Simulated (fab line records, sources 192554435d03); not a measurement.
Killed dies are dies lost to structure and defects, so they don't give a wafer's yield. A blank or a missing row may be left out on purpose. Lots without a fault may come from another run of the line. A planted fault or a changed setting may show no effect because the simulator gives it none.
Which tool did it? | flow n5_finfet | 11 lots, 33 wafers sampled, at 1 step of a route of 1938

WHAT THE GAUGES READ, wafer by wafer
N5_MIM_BOT_LITHO_CD_MEAS_08: target cd 3000 nm.
lot  | measured     | on        | cd_nm (nm)
L821 | day 11 22:51 | cd_sem-01 | 3001.4 3000.3 3000.5
L823 | day 12 16:50 | cd_sem-03 | 2997.6 2997.5 2997.7
L828 | day 13 10:02 | cd_sem-01 | 3001.1 3001.1 2999.8
L830 | day 13 23:21 | cd_sem-01 | 3001.5 3000.4 3002.6
L831 | day 14 04:07 | cd_sem-02 | 2999.6 3000.9 3000.0
L833 | day 14 19:59 | cd_sem-02 | 3000.1 3000.0 3000.8
L832 | day 15 03:52 | cd_sem-02 | 2996.4 2997.5 2998.5
L837 | day 16 03:23 | cd_sem-02 | 2999.8 2999.2 3000.1
L839 | day 16 11:02 | cd_sem-03 | 2998.9 2998.7 3000.5
L841 | day 16 11:12 | cd_sem-02 | 3002.1 3002.3 3003.0
L844 | day 18 08:15 | cd_sem-03 | 3000.7 3000.1 3000.5

WHICH TOOL RAN EACH LOT (tool, then ch and the chambers of the sampled wafers, then the start)
The record holds no process step before these readings.

THE ANSWER, worked out from the rows above alone
Rule: what is usual is taken from the lots themselves. Put in order of their means at a reading, lots are off if they are a third of the lots or fewer, leave a main group of 4 or more, and stand apart from it by a gap of 3 or more times the standard deviation of the main group's means; of several such gaps the widest counts. A main group whose means are all the same, to the digits that the tables above print for the reading, isn't used. A lot without any number at a reading at which 4 lots or more have one is off too. The other lots that the step has rows for count as sound.
No lot is off at any reading shown: from this, nothing can be told.

WHAT THE SIMULATOR HAD PUT IN
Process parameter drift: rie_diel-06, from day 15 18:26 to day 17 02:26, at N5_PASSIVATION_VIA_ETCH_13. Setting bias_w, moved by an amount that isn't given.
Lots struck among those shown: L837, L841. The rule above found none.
